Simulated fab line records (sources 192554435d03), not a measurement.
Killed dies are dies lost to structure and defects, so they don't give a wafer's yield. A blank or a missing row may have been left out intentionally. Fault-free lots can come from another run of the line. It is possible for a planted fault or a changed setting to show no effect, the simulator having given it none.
fab line records    flow n5_finfet
[record] lots = 7  wafers = 39
route steps=1938 shown FIN_SAQP@138 DUMMY_GATE@243 SD_EPI_P@321 SD_ACTIVATION@330 MOL_CONTACT_COAG@624
start_h: the number of hours between the record's first day and the start of the first shown wafer of the lot    wait_h: hours elapsed since this lot's preceding step    " the same as in the row above    L1.1+2: one row covering several wafers at once    - no value, or no start given    * or withheld: withheld    < > ~ a bound
route shown NAME@n: names a module that has steps shown in the file, with the first one's number in the route    usual: average and standard deviation across the fault-free wafers    same: alike in all rows    chamber/n: place in a boat    sites: per-site readings    _std_site: standard deviation across them    _edge_site: outer sites' mean less inner sites'    radius_mm: how far each site lies from the wafer's centre    mask NAME#n: copy n    behind: tool/chamber where the wafer was last shaped    hold: the reason the lot was held/the length of the hold in hours/how it ended    device: whichever transistor did not switch (one of n, p or np)    end of line: at the end of the route, the tests of the same wafers    where a step has no rows: the recipe by itself    killed: count of dies lost to structure and defects at first sort (not the wafer's yield)    map: shows each die of a wafer: x if killed, . if not, _ if none is there
set.NAME: the setting the step ran with; set.NAME@STEP: the setting that earlier step ran with    model.NAME: the simulator's own value behind a step, which no gauge read
lots run with intentionally changed settings; tables by step, rows by wafer
[[steps]]
[step N5_FIN_SAQP_SPACER2_ALD_28]
[recipe] material = SiO2  target_thk_a = 81  temp_c = 300  ald_precursor_family = BDEAS  ald_co_reactant = O2-plasma  pulse_time_s = 1  purge_time_s = 2  co_reactant_purge_time_s = 2  pressure_torr = 2
lot.wafer         tool        chamber      start_h  wait_h  set.target_thk_a  model.SiO2_of_FIN_SAQP_SPACER2_ALD_28.thk_nm
L074.1+3+6        ald_sin-04  2,3,0        24.54    0.1     76.21             7.6
L074.2+4+5        "           1,0,1        "        "       81                8.2
L079.1+5+6        ald_sin-03  2,1,0        56.20    0.1     81                8.2
L079.2+3+4        "           3,0,1        "        "       92.45             9.2
L081.1+4          ald_sin-03  3,0          68.61    0.1     77.09             7.8
L081.2            "           1            "        "       81                8.2
L081.3+5          "           2,1          "        "       81                8
L081.6            "           2            "        "       77.09             7.6
L082.1+2+4+5+6    ald_sin-03  3,2,1,0,1    72.76    0.1     81                8.2
L082.3            "           0            "        "       81                8
L087.1+2+3+4+5+6  ald_sin-01  3,1,0,2,0,3  105.12   0.1     81                8.2
L092.1            ald_sin-04  1            133.58   0.1     81                8.2
L092.4+6          "           2,1          "        "       81                8
L097.1+2+4        ald_sin-04  0,3,2        163.68   0.1     81                8
L097.3+5+6        "           1,0,3        "        "       69.89             7
[step N5_FIN_SAQP_SPACER2_ETCHBACK_29]
[recipe] chemistry = CHF3/O2  mode = anisotropic_etchback  target = SiO2  target_depth_a = 122  time_s = 6.1  pressure_mtorr = 30  source_w = 650  bias_w = 170  Ar_flow_sccm = 200  CHF3_flow_sccm = 50  O2_flow_sccm = 5  ion_energy_ev = 200
[step N5_FIN_SAQP_MANDREL2_REMOVE_60]
[recipe] chemistry = HBr/Cl2/O2  bt_time_s = 10  target = a-Si  stop_on = SiNx  endpoint = OES-SiCl  over_etch_frac = 1  icp_w = 600  bias_w = 22  HBr_flow_sccm = 150  Cl2_flow_sccm = 80  O2_flow_sccm = 5  pressure_mtorr = 10
lot.wafer       tool       chamber    start_h  wait_h  set.target_thk_a@FIN_SAQP_SPACER2_ALD_28  model.FIN_SAQP.cd_nm
L074.1+3+6      rie_si-01  3,1,2      24.95    0.1     76.21                                     7.6
L074.2+4+5      "          2,0,1      "        "       81                                        8.2
L079.1          rie_si-01  3          56.62    0.1     81                                        8.4
L079.2+4        "          0,2        "        "       92.45                                     9.2
L079.3          "          1          "        "       92.45                                     9.4
L079.5+6        "          2,3        "        "       81                                        8.2
L081.1+4        rie_si-03  2,0        69.03    0.1     77.09                                     7.8
L081.2+3        "          1,3        "        "       81                                        8
L081.5          "          0          "        "       81                                        8.2
L081.6          "          3          "        "       77.09                                     7.6
L082.1+2+3+4+6  rie_si-04  2,0,3,1,0  73.19    0.1     81                                        8.2
L082.5          "          3          "        "       81                                        8
L087.1+2+6      rie_si-03  2,0,0      105.53   0.1     81                                        8.2
L087.3+4+5      "          3,1,3      "        "       81                                        8
L092.1          rie_si-04  1          134.01   0.1     81                                        8.2
L092.4+6        "          3          "        "       81                                        8
L097.1+4        rie_si-01  0,1        164.09   0.1     81                                        8
L097.2          "          3          "        "       81                                        8.2
L097.3+5+6      "          2,2,1      "        "       69.89                                     7
[step N5_FIN_SAQP_CD_MEAS_31]
[recipe] target_cd_nm = 8  landing_energy_ev = 1000  detector = se_inlens  polarity = line
[usual] cd_nm = 8.11/0.23
lot.wafer  tool       chamber  start_h  wait_h  set.target_thk_a@FIN_SAQP_SPACER2_ALD_28  cd_nm
L074.1     cd_sem-02  0        25.06    0.1     76.21                                     7.52
L074.2     "          0        "        "       81                                        8.04
L074.3     "          0        "        "       76.21                                     7.70
L074.4     "          0        "        "       81                                        7.99
L074.5     "          0        "        "       81                                        8.27
L074.6     "          0        "        "       76.21                                     7.74
L079.1     cd_sem-03  0        56.73    0.1     81                                        8.21
L079.2     "          0        "        "       92.45                                     9.37
L079.3     "          0        "        "       92.45                                     9.36
L079.4     "          0        "        "       92.45                                     9.02
L079.5     "          0        "        "       81                                        8.34
L079.6     "          0        "        "       81                                        8.41
L081.1     cd_sem-01  0        69.14    0.1     77.09                                     7.84
L081.2     "          0        "        "       81                                        7.95
L081.3     "          0        "        "       81                                        8.20
L081.4     "          0        "        "       77.09                                     7.67
L081.5     "          0        "        "       81                                        7.87
L081.6     "          0        "        "       77.09                                     7.47
L082.1     cd_sem-01  0        73.30    0.1     81                                        8.24
L082.2     "          0        "        "       81                                        8.24
L082.3     "          0        "        "       81                                        8.27
L082.4     "          0        "        "       81                                        8.36
L082.5     "          0        "        "       81                                        8.27
L082.6     "          0        "        "       81                                        8.20
L087.1     cd_sem-03  0        105.64   0.1     81                                        8.27
L087.2     "          0        "        "       81                                        7.99
L087.3     "          0        "        "       81                                        8.04
L087.4     "          0        "        "       81                                        8.15
L087.5     "          0        "        "       81                                        8.10
L087.6     "          0        "        "       81                                        8.32
L092.1     cd_sem-02  0        134.12   0.1     81                                        7.89
L092.4     "          0        "        "       81                                        8.14
L092.6     "          0        "        "       81                                        7.83
L097.1     cd_sem-01  0        164.20   0.1     81                                        8.05
L097.2     "          0        "        "       81                                        8.29
L097.3     "          0        "        "       69.89                                     7.19
L097.4     "          0        "        "       81                                        7.66
L097.5     "          0        "        "       69.89                                     7.09
L097.6     "          0        "        "       69.89                                     7.04
[step N5_FIN_SAQP_HM_OPEN_33]
[recipe] chemistry = CH3F/O2  target = SiNx  mask_material = SiO2  target_depth_a = 494  time_s = 70.6  pressure_mtorr = 30  source_w = 395  bias_w = 73  Ar_flow_sccm = 150  CH3F_flow_sccm = 30  O2_flow_sccm = 20  ion_energy_ev = 120  ends = cleared
lot.wafer       tool         chamber    start_h  wait_h  set.target_thk_a@FIN_SAQP_SPACER2_ALD_28  model.FIN_SAQP.cd_nm
L074.1+3+6      rie_diel-01  2,0,1      25.27    0.2     76.21                                     7.6
L074.2+4        "            1,3        "        "       81                                        8.2
L074.5          "            2          "        "       81                                        8
L079.1          rie_diel-02  1          56.77    0.0     81                                        8.4
L079.2+4        "            3,0        "        "       92.45                                     9.2
L079.3          "            2          "        "       92.45                                     9.4
L079.5+6        "            1,0        "        "       81                                        8.2
L081.1+6        rie_diel-02  2,1        69.19    0.0     77.09                                     7.8
L081.2+3+5      "            0,3,2      "        "       81                                        8.2
L081.4          "            1          "        "       77.09                                     8
L082.1+2+3+4+6  rie_diel-01  1,2,0,3,2  73.36    0.1     81                                        8.2
L082.5          "            3          "        "       81                                        8
L087.1+2+6      rie_diel-02  2,0,1      105.94   0.3     81                                        8.2
L087.3+4+5      "            3,1,0      "        "       81                                        8
L092.1+4        rie_diel-02  0,2        134.19   0.1     81                                        8.2
L092.6          "            3          "        "       81                                        8
L097.1+4        rie_diel-04  1,0        164.25   0.0     81                                        8
L097.2          "            3          "        "       81                                        8.2
L097.3+5        "            2,0        "        "       69.89                                     7
L097.6          "            3          "        "       69.89                                     6.8
[step N5_FIN_SAQP_ETCH_34]
[recipe] chemistry = C4F6/O2  target = SiO2  target_depth_a = 450  time_s = 15  ion_energy_ev = 250  pressure_mtorr = 30  source_w = 345  bias_w = 185  Ar_flow_sccm = 300  C4F6_flow_sccm = 10  O2_flow_sccm = 10  ends = cleared
[step N5_FIN_SAQP_STRIP_77]
[recipe] chemistry = N2/H2  time_s = 90  power_w = 100  temp_c = 40  pressure_mtorr = 100  rf_frequency_hz = 6e+07  bias_power_w = 3  n2_flow_sccm = 300  h2_flow_sccm = 300
[step N5_FIN_SAQP_ETCH_64]
[recipe] chemistry = CF4  target = SiO2  target_depth_a = 15  ion_energy_ev = 350  pressure_mtorr = 10  icp_w = 800  bias_w = 400  cf4_flow_sccm = 80
lot.wafer       tool       chamber    start_h  wait_h  set.target_thk_a@FIN_SAQP_SPACER2_ALD_28  model.FIN_SAQP.cd_nm
L074.1          rie_si-04  2          25.54    0.0     76.21                                     7.4
L074.2+4        "          1,3        "        "       81                                        8.2
L074.3+6        "          0,2        "        "       76.21                                     7.6
L074.5          "          3          "        "       81                                        8
L079.1+5        rie_si-03  1,0        57.04    0.0     81                                        8.2
L079.2+4        "          0,2        "        "       92.45                                     9.2
L079.3          "          3          "        "       92.45                                     9.4
L079.6          "          1          "        "       81                                        8
L081.1+4        rie_si-01  0,3        69.45    0.0     77.09                                     8
L081.2+3+5      "          1,2,2      "        "       81                                        8.2
L081.6          "          3          "        "       77.09                                     7.8
L082.1+2+3+4+6  rie_si-03  1,0,3,2,3  73.62    0.0     81                                        8.2
L082.5          "          2          "        "       81                                        8
L087.1+2+6      rie_si-01  3,0,1      106.20   0.0     81                                        8.2
L087.3+4+5      "          1,2,2      "        "       81                                        8
L092.1+4        rie_si-01  0,3        134.46   0.0     81                                        8.2
L092.6          "          2          "        "       81                                        8
L097.1          rie_si-03  1          164.52   0.0     81                                        7.8
L097.2          "          0          "        "       81                                        8.2
L097.3+5        "          2,1        "        "       69.89                                     7
L097.4          "          3          "        "       81                                        8
L097.6          "          0          "        "       69.89                                     6.8
[step N5_FIN_SAQP_FIN_ETCH_36]
[recipe] chemistry = HBr/Cl2/O2  target_depth_a = 1200  mask_material = SiNx  time_s = 50.4  bias_w = 102  pressure_mtorr = 10  icp_w = 800  HBr_flow_sccm = 150  Cl2_flow_sccm = 80  O2_flow_sccm = 12
[step N5_FIN_SAQP_CD_MEAS_37]
[recipe] target_cd_nm = 8  polarity = line
[usual] cd_nm = 8.16/0.24
lot.wafer  tool       chamber  start_h  wait_h  set.target_thk_a@FIN_SAQP_SPACER2_ALD_28  cd_nm
L074.1     cd_sem-02  -        25.67    0.1     76.21                                     7.01
L074.2     "          -        "        "       81                                        7.70
L074.3     "          -        "        "       76.21                                     7.66
L074.4     "          -        "        "       81                                        8.04
L074.5     "          -        "        "       81                                        7.99
L074.6     "          -        "        "       76.21                                     7.59
L079.1     cd_sem-02  -        57.18    0.1     81                                        8.48
L079.2     "          -        "        "       92.45                                     9.28
L079.3     "          -        "        "       92.45                                     9.35
L079.4     "          -        "        "       92.45                                     9.06
L079.5     "          -        "        "       81                                        8.05
L079.6     "          -        "        "       81                                        8.11
L081.1     cd_sem-02  -        69.59    0.1     77.09                                     7.75
L081.2     "          -        "        "       81                                        8.45
L081.3     "          -        "        "       81                                        8.02
L081.4     "          -        "        "       77.09                                     8.17
L081.5     "          -        "        "       81                                        8.48
L081.6     "          -        "        "       77.09                                     8.09
L082.1     cd_sem-03  -        73.76    0.1     81                                        8.27
L082.2     "          -        "        "       81                                        8.59
L082.3     "          -        "        "       81                                        8.24
L082.4     "          -        "        "       81                                        8.41
L082.5     "          -        "        "       81                                        8.04
L082.6     "          -        "        "       81                                        8.20
L087.1     cd_sem-03  -        106.34   0.1     81                                        8.20
L087.2     "          -        "        "       81                                        8.16
L087.3     "          -        "        "       81                                        8.22
L087.4     "          -        "        "       81                                        8.31
L087.5     "          -        "        "       81                                        8.36
L087.6     "          -        "        "       81                                        8.10
L092.1     cd_sem-02  -        134.59   0.1     81                                        8.58
L092.4     "          -        "        "       81                                        8.04
L092.6     "          -        "        "       81                                        8.34
L097.1     cd_sem-02  -        164.67   0.1     81                                        8.22
L097.2     "          -        "        "       81                                        8.22
L097.3     "          -        "        "       69.89                                     7.33
L097.4     "          -        "        "       81                                        8.06
L097.5     "          -        "        "       69.89                                     7.03
L097.6     "          -        "        "       69.89                                     7.03
[step N5_DUMMY_GATE_ETCH_31]
[recipe] chemistry = C4F6/O2  target = SiO2  mask_material = SOC  target_depth_a = 825  time_s = 27.5  ion_energy_ev = 250  pressure_mtorr = 30  source_w = 345  bias_w = 185  Ar_flow_sccm = 300  C4F6_flow_sccm = 10  O2_flow_sccm = 10
lot.wafer  tool         chamber  start_h  wait_h  set.target_depth_a  model.etch.depth_nm  model.SOC_of_DUMMY_GATE_COAT_34.thk_nm
L074.1     rie_diel-05  1        46.20    0.0     895.9               89.39                51.2
L074.2     "            2        "        "       825                 82.61                51.8
L074.3     "            3        "        "       825                 82.16                51.8
L074.4     "            2        "        "       895.9               89.3                 51.2
L074.5     "            3        "        "       895.9               89.28                51
L074.6     "            1        "        "       825                 83.05                51.6
L079.1     rie_diel-05  0        78.13    0.0     825                 82.87                51.8
L079.2     "            1        "        "       825                 83.11                51.6
L079.3     "            3        "        "       825                 81.85                51.6
L079.4     "            2        "        "       825                 81.61                51.8
L079.5     "            3        "        "       825                 81.72                51.6
L079.6     "            0        "        "       825                 82.58                52
L081.1     rie_diel-06  0        89.56    0.0     825                 82.75                51.8
L081.2     "            2        "        "       825                 81.24                52
L081.3     "            1        "        "       727                 73.98                52.8
L081.4     "            3        "        "       825                 83.23                51.8
L081.5     "            3        "        "       727                 73.88                52.6
L081.6     "            2        "        "       727                 72.25                52.8
L082.1     rie_diel-03  1        93.75    0.3     825                 80.66                52
L082.2     "            3        "        "       773.7               77.84                52.2
L082.3     "            2        "        "       825                 81.04                52.2
L082.4     "            0        "        "       773.7               76.48                52.4
L082.5     "            2        "        "       825                 81.72                52
L082.6     "            3        "        "       773.7               77.18                52.4
L087.1     rie_diel-05  0        126.18   0.2     825                 82.45                52
L087.2     "            2        "        "       895.8               88.89                51.2
L087.3     "            1        "        "       895.8               89.51                51.2
L087.4     "            3        "        "       825                 82.64                51.8
L087.5     "            0        "        "       895.8               89.86                51.2
L087.6     "            3        "        "       825                 82.94                51.8
L092.1     rie_diel-06  2        154.13   0.2     825                 81.49                52
L092.4     "            3        "        "       825                 83.88                51.6
L092.6     "            2        "        "       825                 82.28                52
L097.1     rie_diel-05  1        184.81   0.0     825                 83.84                51.6
L097.2     "            0        "        "       825                 83.26                51.8
L097.3     "            2        "        "       825                 82.33                51.8
L097.4     "            3        "        "       825                 81.64                51.6
L097.5     "            1        "        "       825                 83.19                51.6
L097.6     "            0        "        "       825                 83.17                51.8
[step N5_DUMMY_GATE_ETCH_42]
[recipe] chemistry = CHF3/O2  target = SiO2  target_depth_a = 35  time_s = 31  ion_energy_ev = 30  bias_w = 12  pressure_mtorr = 30  source_w = 600  Ar_flow_sccm = 200  CHF3_flow_sccm = 50  O2_flow_sccm = 5
[usual] rf_vpp_V = 42.4/0.87
lot.wafer  tool         chamber  start_h  wait_h  set.bias_w  rf_vpp_V
L074.1     rie_diel-03  0        46.85    0.2     12          42.4
L074.2     "            2        "        "       14.28       48.1
L074.3     "            3        "        "       12          42.6
L074.4     "            1        "        "       12          42.2
L074.5     "            3        "        "       14.28       48.3
L074.6     "            2        "        "       14.28       47.6
L079.1     rie_diel-05  0        78.63    0.0     11.29       39.1
L079.2     "            1        "        "       11.29       40.8
L079.3     "            2        "        "       12          42.2
L079.4     "            3        "        "       11.29       39.9
L079.5     "            1        "        "       12          43.5
L079.6     "            0        "        "       12          42.8
L081.1     rie_diel-05  3        90.05    0.0     10.64       37.4
L081.2     "            1        "        "       12          43.7
L081.3     "            2        "        "       10.64       38.7
L081.4     "            0        "        "       12          42.7
L081.5     "            0        "        "       10.64       40.4
L081.6     "            1        "        "       12          42.9
L082.1     rie_diel-06  3        94.29    0.1     12          42.5
L082.2     "            0        "        "       12          43.0
L082.3     "            2        "        "       10.13       37.5
L082.4     "            1        "        "       12          42.9
L082.5     "            2        "        "       10.13       35.7
L082.6     "            1        "        "       10.13       38.8
L087.1     rie_diel-06  2        126.95   0.3     12          43.8
L087.2     "            0        "        "       12          43.2
L087.3     "            1        "        "       13.18       46.7
L087.4     "            3        "        "       12          42.9
L087.5     "            0        "        "       13.18       44.1
L087.6     "            3        "        "       13.18       44.4
L092.1     rie_diel-03  2        154.65   0.1     12          43.6
L092.4     "            3        "        "       12          42.6
L092.6     "            3        "        "       12          42.4
L097.1     rie_diel-06  1        185.31   0.0     12          42.5
L097.2     "            0        "        "       12          40.5
L097.3     "            3        "        "       12          42.0
L097.4     "            2        "        "       12          42.0
L097.5     "            0        "        "       12          40.6
L097.6     "            1        "        "       12          41.3
[step N5_SD_EPI_P_EPI_21]
[recipe] material = SiGe:B  dopant = B  temp_c = 550  pressure_torr = 20  ambient = H2  time_s = 355
lot.wafer  tool          chamber  start_h  wait_h  set.epi_growth_time_s  model.SiGe-B_of_SD_EPI_P_EPI_21.thk_nm
L074.1     epi_rpcvd-04  0        54.91    0.1     355                    60.4
L074.2     "             0        "        "       393.6                  64.6
L074.3     "             0        "        "       393.6                  64.2
L074.4     "             0        "        "       393.6                  64.8
L074.5     "             0        "        "       355                    60
L074.6     "             0        "        "       355                    60.2
L079.1+6   epi_rpcvd-02  0        86.33    0.1     355                    60.8
L079.2     "             0        "        "       355                    60.2
L079.3     "             0        "        "       373.5                  62.6
L079.4     "             0        "        "       373.5                  61.8
L079.5     "             0        "        "       373.5                  62
L081.1+2   epi_rpcvd-01  0        98.33    0.1     355                    62
L081.3     "             0        "        "       323.3                  57.2
L081.4     "             0        "        "       323.3                  57.8
L081.5     "             0        "        "       355                    62.2
L081.6     "             0        "        "       323.3                  57.6
L082.1     epi_rpcvd-04  0        102.28   0.2     355                    60.6
L082.2     "             0        "        "       355                    60.8
L082.3     "             0        "        "       355                    61.2
L082.4     "             0        "        "       383.4                  63
L082.5     "             0        "        "       383.4                  63.8
L082.6     "             0        "        "       383.4                  64.2
L087.1     epi_rpcvd-04  0        133.86   0.1     355                    61.6
L087.2     "             0        "        "       341.7                  59.6
L087.3     "             0        "        "       341.7                  60
L087.4     "             0        "        "       355                    61.4
L087.5     "             0        "        "       355                    61.8
L087.6     "             0        "        "       341.7                  59.2
L092.1     epi_rpcvd-04  0        161.63   0.1     355                    62.2
L092.4     "             0        162.71   1.1     355                    62
L092.6     "             0        "        "       355                    61.8
L097.1     epi_rpcvd-02  0        194.82   0.2     391                    65.4
L097.2     "             0        "        "       391                    65.2
L097.3     "             0        "        "       391                    64.8
L097.4     "             0        "        "       355                    62.2
L097.5     "             0        "        "       355                    60.8
L097.6     "             0        "        "       355                    61
[step N5_SD_EPI_P_HM_STRIP_48]
[recipe] chemistry = H3PO4  temp_c = 160  material = SiNx  target = SiNx  target_depth_a = 30  overetch_fraction = 0.3
[step N5_SD_ACTIVATION_RTA_00]
[recipe] temp_c = 975  time_s = 0  ambient = N2  idle_temp_c = 600  ramp_up_c_per_s = 150  ramp_down_c_per_s = 60  cool_to_c = 600
[step N5_SD_ACTIVATION_LSA_01]
[recipe] temp_c = 1080  time_s = 0.0008  ambient = N2
[step N5_SD_ACTIVATION_RS_MEAS_03]
[recipe] thk_meas_gauge = four-point-probe
[usual] RS_SD_N = 21.9/0.31  RS_SD_P = 55.9/0.94
lot.wafer  tool           chamber  start_h  wait_h  set.epi_growth_time_s@SD_EPI_P_EPI_21  RS_SD_N[ohm/sq]  RS_SD_P[ohm/sq]
L074.1     film_metro-01  -        57.71    0.2     355                                    22.3             57.2
L074.2     "              -        "        "       393.6                                  22.1             54.0
L074.3     "              -        "        "       393.6                                  22.4             53.8
L074.4     "              -        "        "       393.6                                  22.4             53.2
L074.5     "              -        "        "       355                                    22.2             57.7
L074.6     "              -        "        "       355                                    22.5             57.5
L079.1     film_metro-01  -        89.15    0.2     355                                    21.9             55.8
L079.2     "              -        "        "       355                                    22.0             56.7
L079.3     "              -        "        "       373.5                                  22.2             54.3
L079.4     "              -        "        "       373.5                                  22.3             54.9
L079.5     "              -        "        "       373.5                                  22.2             55.3
L079.6     "              -        "        "       355                                    22.2             55.9
L081.1     film_metro-01  -        101.16   0.2     355                                    21.6             55.3
L081.2     "              -        "        "       355                                    22.1             55.5
L081.3     "              -        "        "       323.3                                  21.9             59.9
L081.4     "              -        "        "       323.3                                  22.2             59.2
L081.5     "              -        "        "       355                                    21.8             54.9
L081.6     "              -        "        "       323.3                                  22.0             59.3
L082.1     film_metro-02  -        105.80   0.2     355                                    21.8             55.1
L082.2     "              -        "        "       355                                    22.0             54.9
L082.3     "              -        "        "       355                                    22.2             54.6
L082.4     "              -        "        "       383.4                                  21.9             53.3
L082.5     "              -        "        "       383.4                                  22.0             52.4
L082.6     "              -        "        "       383.4                                  22.1             52.5
L087.1     film_metro-02  -        136.66   0.2     355                                    22.1             55.6
L087.2     "              -        "        "       341.7                                  22.4             57.7
L087.3     "              -        "        "       341.7                                  21.8             57.0
L087.4     "              -        "        "       355                                    21.8             55.6
L087.5     "              -        "        "       355                                    22.3             55.0
L087.6     "              -        "        "       341.7                                  22.2             57.6
L092.1     film_metro-02  -        164.62   0.2     355                                    21.9             55.2
L092.4     "              -        "        "       355                                    21.6             55.2
L092.6     "              -        "        "       355                                    21.9             55.1
L097.1     film_metro-01  -        198.37   0.2     391                                    22.1             53.1
L097.2     "              -        "        "       391                                    22.1             52.6
L097.3     "              -        "        "       391                                    22.0             53.3
L097.4     "              -        "        "       355                                    22.4             56.0
L097.5     "              -        "        "       355                                    21.9             57.3
L097.6     "              -        "        "       355                                    22.2             56.8
[step N5_MOL_CONTACT_COAG_CVD_140]
[recipe] material = W  target_thk_a = 665  mode = selective_fill  temp_c = 300  time_s = 215
lot.wafer  tool      chamber  start_h  wait_h  set.target_thk_a  model.W_of_MOL_CONTACT_COAG_CVD_140.thk_nm
L074.1     cvd_w-02  1        102.24   0.1     665               67
L074.2+3   "         0        "        "       665               66
L074.4+5   "         1        "        "       665               66.4
L074.6     "         0        "        "       665               66.6
L079.1     cvd_w-02  1        132.28   0.1     665               66
L079.2     "         0        "        "       665               64.8
L079.3     "         1        "        "       665               65.8
L079.4+5   "         0        "        "       665               65.6
L079.6     "         1        "        "       665               65
L081.1     cvd_w-02  1        142.89   0.1     613.5             60.6
L081.2+5   "         0        "        "       665               65.8
L081.3     "         0        "        "       613.5             60
L081.4     "         1        "        "       613.5             61.2
L081.6     "         1        "        "       665               66
L082.1+3   cvd_w-02  0,1      147.95   0.1     665               65.6
L082.2     "         1        "        "       712.7             69.2
L082.4     "         0        "        "       712.7             70.6
L082.5     "         1        "        "       665               65.8
L082.6     "         0        "        "       712.7             69.6
L087.1     cvd_w-02  0        180.85   0.1     615.9             60.4
L087.2     "         1        "        "       665               66.2
L087.3     "         1        "        "       615.9             60.2
L087.4     "         0        "        "       665               65.6
L087.5     "         1        "        "       615.9             60
L087.6     "         0        "        "       665               65
L092.1     cvd_w-02  1        210.62   0.1     665               65.8
L092.4     "         1        "        "       665               66
L092.6     "         0        "        "       665               66.4
L097.1     cvd_w-01  1        239.24   0.1     624.7             62.6
L097.2+4   "         0        "        "       665               66.8
L097.3     "         1        "        "       624.7             62.4
L097.5     "         0        "        "       624.7             62.8
L097.6     "         1        "        "       665               66.4
[step N5_MOL_CONTACT_COAG_PRECLEAN_127]
[recipe] chemistry = DIW  time_s = 57.5  temp_c = 23
[step N5_MOL_CONTACT_COAG_SRD_128]
[recipe] dry_time_s = 32  dry = n2_spin  spin_rpm = 1500
[step N5_MOL_CONTACT_COAG_CMP_52]
[recipe] stop_on = SiO2  t_overpolish_s = 1.5  post_cmp_clean = w_dilute_nh4oh  down_force_psi = 4  platen_rpm = 50.289  pad_velocity_m_s = 1.0006  target_thk_nm = 66.5
lot.wafer  tool    chamber  start_h  wait_h  set.target_thk_a@MOL_CONTACT_COAG_CVD_140  model.W_of_MOL_CONTACT_COAG_CVD_140.thk_nm
L074.4+5   cmp-01  0        102.56   0.0     665                                        66.4
L074.1     "       1        "        "       665                                        67
L074.3+2   "       2,3      "        "       665                                        66
L074.6     "       1        "        "       665                                        66.6
L079.3     cmp-04  3        132.62   0.0     665                                        65.8
L079.4+5   "       0,3      "        "       665                                        65.6
L079.2     "       1        "        "       665                                        64.8
L079.1     "       2        "        "       665                                        66
L079.6     "       0        "        "       665                                        65
L081.2+5   cmp-01  1,2      143.21   0.0     665                                        65.8
L081.4     "       2        "        "       613.5                                      61.2
L081.1     "       3        "        "       613.5                                      60.6
L081.3     "       0        "        "       613.5                                      60
L081.6     "       1        "        "       665                                        66
L082.1+3   cmp-02  2,3      148.27   0.0     665                                        65.6
L082.2+4   "       0,1      "        "       712.7                                      67.2
L082.6     "       2        "        "       712.7                                      67.8
L082.5     "       3        "        "       665                                        65.8
L087.3     cmp-04  3        181.22   0.0     615.9                                      60.2
L087.4     "       0        "        "       665                                        65.6
L087.2     "       1        "        "       665                                        66.2
L087.1     "       2        "        "       615.9                                      60.4
L087.6     "       3        "        "       665                                        65
L087.5     "       0        "        "       615.9                                      60
L092.4     cmp-02  2        210.99   0.1     665                                        66
L092.1     "       0        "        "       665                                        65.8
L092.6     "       2        "        "       665                                        66.4
L097.4+2   cmp-04  1,0      239.68   0.1     665                                        66.8
L097.3     "       2        "        "       624.7                                      62.4
L097.1     "       3        "        "       624.7                                      62.6
L097.6     "       1        "        "       665                                        66.4
L097.5     "       2        "        "       624.7                                      62.8
[[key]]
[split] step = N5_FIN_SAQP_SPACER2_ALD_28  setting = target_thk_a  stated = 81  by = wafer
[response] step = N5_FIN_SAQP_SPACER2_ALD_28  reading = model.SiO2_of_FIN_SAQP_SPACER2_ALD_28.thk_nm  change = +0.074  per = 1%  r = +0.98
[response] step = N5_FIN_SAQP_MANDREL2_REMOVE_60  reading = model.FIN_SAQP.cd_nm  change = +0.076  per = 1%  r = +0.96
[response] step = N5_FIN_SAQP_CD_MEAS_31  reading = cd_nm  change = +0.0665  per = 1%  r = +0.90
[response] step = N5_FIN_SAQP_HM_OPEN_33  reading = model.FIN_SAQP.cd_nm  change = +0.0772  per = 1%  r = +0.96
[response] step = N5_FIN_SAQP_ETCH_64  reading = model.FIN_SAQP.cd_nm  change = +0.0795  per = 1%  r = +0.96
[response] step = N5_FIN_SAQP_CD_MEAS_37  reading = cd_nm  change = +0.0739  per = 1%  r = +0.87
[split] step = N5_DUMMY_GATE_ETCH_31  setting = target_depth_a  stated = 825  by = wafer
[response] step = N5_DUMMY_GATE_ETCH_31  reading = model.etch.depth_nm  change = +0.757  per = 1%  r = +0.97
[response] step = N5_DUMMY_GATE_ETCH_31  reading = model.SOC_of_DUMMY_GATE_COAT_34.thk_nm  change = -0.0698  per = 1%  r = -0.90
[split] step = N5_DUMMY_GATE_ETCH_42  setting = bias_w  stated = 12  by = wafer
[response] step = N5_DUMMY_GATE_ETCH_42  reading = rf_vpp_V  change = +0.318  per = 1%  r = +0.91
[split] step = N5_SD_EPI_P_EPI_21  setting = epi_growth_time_s  stated = 355  by = wafer
[response] step = N5_SD_EPI_P_EPI_21  reading = model.SiGe-B_of_SD_EPI_P_EPI_21.thk_nm  change = +0.404  per = 1%  r = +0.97
[response] step = N5_SD_ACTIVATION_RS_MEAS_03  reading = RS_SD_P  change = -0.363  per = 1%  r = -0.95
[split] step = N5_MOL_CONTACT_COAG_CVD_140  setting = target_thk_a  stated = 665  by = wafer
[response] step = N5_MOL_CONTACT_COAG_CVD_140  reading = model.W_of_MOL_CONTACT_COAG_CVD_140.thk_nm  change = +0.666  per = 1%  r = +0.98
[response] step = N5_MOL_CONTACT_COAG_CMP_52  reading = model.W_of_MOL_CONTACT_COAG_CVD_140.thk_nm  change = +0.581  per = 1%  r = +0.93
